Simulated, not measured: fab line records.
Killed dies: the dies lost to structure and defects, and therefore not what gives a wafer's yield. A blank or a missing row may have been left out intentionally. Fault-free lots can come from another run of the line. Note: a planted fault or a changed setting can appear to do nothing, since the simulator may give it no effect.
Chamber matching    flow nand-harc    4 sister chambers for NHARC_P_GATE_DESCUM_48 on rie-diel-04
The step chemistry O2, time 3 s. 14 wafers are shown with their chamber, then 7 later ones without.

WAFERS WITH THEIR CHAMBER
wafer   chamber  drypump-motor-current-A (A)  o2-flow-sccm (sccm)  rf-vpp-V (V)
L412.2  0        5.8                          199.3                57.9
L412.5  3        5.5                          199.5                56.9
L412.6  0        5.8                          198.8                60.2
L415.1  0        5.8                          200.7                57.3
L415.4  2        5.4                          199.9                57.2
L415.5  3        5.4                          199.2                55.9
L417.2  2        5.3                          199.2                57.1
L417.5  3        5.5                          199.9                56.6
L417.6  0        5.8                          199.5                57.6
L421.2  1        5.6                          200.6                56.6
L421.5  2        5.3                          200.0                56.1
L421.6  3        5.4                          199.5                56.8
L422.1  1        5.5                          200.4                57.4
L422.3  2        5.3                          200.0                57.4

SIGNATURES (averages over the wafers above)
reading                  chamber 0  chamber 1  chamber 2  chamber 3  scatter within a chamber
drypump-motor-current-A  5.800      5.550      5.325      5.450      0.0474
o2-flow-sccm             199.575    200.500    199.775    199.525    0.516
rf-vpp-V                 58.250     57.000     56.950     56.550     0.848
Rule: for each reading, subtract the chamber's mean from the wafer's reading, divide by that reading's scatter and square the result; add these up over the readings and take the root, which gives the wafer's distance from the chamber. If the next closest chamber is less than 2 further off than the closest, the wafer can't be placed; otherwise it belongs to the closest. The scatter is the square root of a quotient: the sum, over the shown wafers, of each reading's squared deviation from its chamber's mean, divided by wafers minus chambers.

WAFERS MISSING THEIR CHAMBER
wafer   drypump-motor-current-A (A)  o2-flow-sccm (sccm)  rf-vpp-V (V)
L422.5  5.5                          201.1                57.4
L424.4  5.6                          200.2                55.8
L424.5  5.4                          200.1                58.8
L424.6  5.8                          200.0                58.3
L427.3  5.4                          199.7                56.9
L427.5  5.4                          200.2                56.3
L427.6  5.8                          201.0                59.0

WHICH CHAMBER EACH WENT THROUGH
wafer   from the rows above           in truth
L422.5  can't be placed: 1 or 3       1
L424.4  can't be placed: 1 or 3       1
L424.5  can't be placed: 2 or 3 or 1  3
L424.6  0                             0
L427.3  can't be placed: 3 or 2       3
L427.5  can't be placed: 3 or 2 or 1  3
L427.6  0                             0
Placed correctly: 2 of 7. Cannot be placed on the basis of these rows: 5; the candidates contain the true chamber in 5. Wrongly placed: 0.
